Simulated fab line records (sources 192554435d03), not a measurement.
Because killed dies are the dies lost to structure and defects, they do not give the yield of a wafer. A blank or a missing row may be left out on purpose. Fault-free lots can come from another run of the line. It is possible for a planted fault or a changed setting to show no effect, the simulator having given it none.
Comparing a struck lot with a sound one | flow n5_finfet | 14 steps out of a route of 1938
Sound: wafers L190.2, L190.5, L190.6. Wafers L179.2, L179.4, L179.6 were the ones struck. The cause comes at the end.
Per side, at each step with rows, come the tool, then ch with its chambers, and then its first start. Under that, the readings that differ: sound wafers | struck wafers | difference of the means | sigmas: that difference in standard deviations of wafers without a fault.
alike: a reading whose means differ by less than 2 such deviations, as well as words and numbers matching on both sides. not compared: withheld readings; readings where some wafer has no value; bounds like >300 that might hide an equal value; numbers whose values overlap and for which the record gives no deviation.
The two part at a step that has a row with sigmas, a row that says differs or no value, or rows on one side only. Numbers that don't overlap but have no deviation are shown without sigmas and don't part them. A reading missing from all wafers of one side parts the sides only when that side holds two or more wafers.

N5_BEOL_M14_CMP_49: polishes, stops on SiO2, t overpolish 5.2 s, target thk 560 nm.
  sound on cmp-02 ch 0,1,2, day 16 14:23; struck on cmp-02 ch 2,3, day 13 20:40
  alike: barrier_field_endpoint_s, clearing_platen_down_force_psi, edge_zone_pressure_frac, motor_current_A, overpolish_run_s, retaining_ring_pressure_frac, slurry_filter_dp_kPa, time_to_endpoint_s
N5_BEOL_M14_THK_MEAS_50: measures by xrf.
  sound on film_metro-01 at day 16 14:37; struck on film_metro-01 at day 13 20:58
  alike: M14_THK
then, 1 step without rows for these wafers: N5_BEOL_M14_PRE_CLEAN_52 (time 15 s).
N5_BEOL_M14_DEP_53: deposits SiCN from 3MS/NH3, target thk 50 nm, time 17.8 s.
  sound on pecvd-01 ch 1,2, day 16 14:41; struck on pecvd-03 ch 1,2, day 13 21:01
  alike: showerhead_plenum_p_Torr, throttle_valve_pct
N5_BEOL_M14_RS_MEAS_54: measurement is done with a four-point probe.
  sound on film_metro-01 at day 16 14:44; struck on film_metro-01 at day 13 21:05
  reading         | sound                | struck               | difference | sigmas
  M14_RS (ohm/sq) | 0.0351 0.0332 0.0354 | 0.0329 0.0318 0.0322 | -0.0023    | -2
N5_BEOL_M14_INSPECT_55: inspects for defects (darkfield).
  sound on defect_inspect-02 at day 16 14:46; struck on defect_inspect-01 at day 13 21:07
  alike: raw_defect_count
N5_BEOL_M15_ILD_DEP_00: deposits SiO2 from TEOS/O2, target thk 1629.3 nm, time 346.1 s.
  sound on pecvd-03 ch 0,1,2, day 16 14:48; struck on pecvd-03 ch 1,2, day 13 21:09
  alike: heater_power_w, showerhead_plenum_p_Torr, throttle_valve_pct
N5_BEOL_M15_THK_MEAS_01:
  sound on film_metro-02 at day 16 15:04; struck on film_metro-01 at day 13 21:24
  alike: M15_ILD_THK
then, 4 steps without rows for these wafers: N5_BEOL_M15_COAT_58 (time 60 s, resist thk 89 nm); N5_BEOL_M15_COAT_04 (resist thk 800 nm); N5_BEOL_M15_EBR_06; N5_BEOL_M15_SOFTBAKE_05 (time 60 s).
N5_BEOL_M15_EXPOSE_07: exposes mask V14.
  struck on krf_scanner-02, day 13 21:40; sound on krf_scanner-01 ch 0, day 16 15:19
  no value came back on the struck wafers for exposure_dose_mJ_cm2, focus_offset_nm (nm); on the sound wafers exposure_dose_mJ_cm2 reads 41.24 41.19 41.16
  alike: mask
then, 1 step without rows for these wafers: N5_BEOL_M15_PEB_08 (peb time 90 s).

## WHERE THEY PART
Earliest at N5_BEOL_M14_RS_MEAS_54; latest, in this record, at N5_BEOL_M15_EXPOSE_07.

WHY: whatever the simulator had introduced
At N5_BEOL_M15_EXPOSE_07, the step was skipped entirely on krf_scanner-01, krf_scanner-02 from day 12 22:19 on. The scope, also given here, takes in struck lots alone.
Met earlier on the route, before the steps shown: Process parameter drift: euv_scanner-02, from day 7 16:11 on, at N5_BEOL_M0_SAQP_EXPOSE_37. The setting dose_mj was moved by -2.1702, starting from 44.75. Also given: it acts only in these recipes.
